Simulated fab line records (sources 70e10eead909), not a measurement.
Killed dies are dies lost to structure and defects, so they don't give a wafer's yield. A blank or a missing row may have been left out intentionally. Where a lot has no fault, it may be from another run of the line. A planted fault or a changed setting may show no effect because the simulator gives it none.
Chamber matching | flow nand_harc | NHARC_A_SLIT_DESCUM_14 on rie_diel-04 has 4 sister chambers
The step chemistry O2, time 3 s. 14 wafers are shown with their chamber, then 7 later ones without.

EACH WAFER AND ITS CHAMBER
wafer  | chamber | showerhead_plenum_p_Torr (Torr) | drypump_motor_current_A (A) | oes_product_au (a.u.)
L546.1 | 3       | 1.97                            | 6.2                         | 1.016
L546.5 | 0       | 1.96                            | 6.1                         | 1.013
L546.6 | 1       | 1.95                            | 6.3                         | 0.999
L552.2 | 0       | 1.96                            | 6.1                         | 1.001
L552.5 | 2       | 1.92                            | 6.3                         | 0.998
L552.6 | 3       | 1.97                            | 6.2                         | 0.994
L560.1 | 2       | 1.92                            | 6.3                         | 1.005
L560.5 | 0       | 1.95                            | 6.1                         | 1.006
L560.6 | 2       | 1.92                            | 6.2                         | 1.000
L559.1 | 2       | 1.92                            | 6.3                         | 0.992
L559.4 | 0       | 1.95                            | 6.1                         | 1.015
L559.5 | 1       | 1.95                            | 6.3                         | 0.997
L562.3 | 3       | 1.97                            | 6.2                         | 1.001
L562.5 | 3       | 1.97                            | 6.2                         | 0.996

SIGNATURES, as means of the wafers listed above
reading                  | chamber 0 | chamber 1 | chamber 2 | chamber 3 | scatter within a chamber
showerhead_plenum_p_Torr | 1.9550    | 1.9500    | 1.9200    | 1.9700    | 0.00316
drypump_motor_current_A  | 6.100     | 6.300     | 6.275     | 6.200     | 0.0274
oes_product_au           | 1.00875   | 0.99800   | 0.99875   | 1.00175   | 0.00714
Rule: a wafer lies at a distance from a chamber equal to the root of the sum of squares, over the readings, of (its reading less the chamber's mean, divided by the reading's scatter). The wafer belongs to the nearest chamber; if the next one is less than 2 further off, it can't be placed. The scatter: take each reading less its chamber's mean, square it, sum over the shown wafers, divide by the number of wafers less the number of chambers, and take the root.

WAFERS MISSING THEIR CHAMBER
wafer  | showerhead_plenum_p_Torr (Torr) | drypump_motor_current_A (A) | oes_product_au (a.u.)
L562.6 | 1.95                            | 6.1                         | 1.007
L564.2 | 1.92                            | 6.3                         | 1.004
L564.3 | 1.97                            | 6.2                         | 0.999
L564.6 | 1.95                            | 6.3                         | 1.008
L565.3 | 1.95                            | 6.3                         | 0.988
L565.4 | 1.97                            | 6.2                         | 0.987
L565.6 | 1.92                            | 6.3                         | 0.996

CHAMBER TAKEN BY EACH
wafer  | from the rows above | in truth
L562.6 | 0                   | 0
L564.2 | 2                   | 2
L564.3 | 3                   | 3
L564.6 | 1                   | 1
L565.3 | 1                   | 1
L565.4 | 3                   | 3
L565.6 | 2                   | 2
Correctly placed: 7 of 7. From these rows, 0 cannot be placed. 0 placed wrongly.
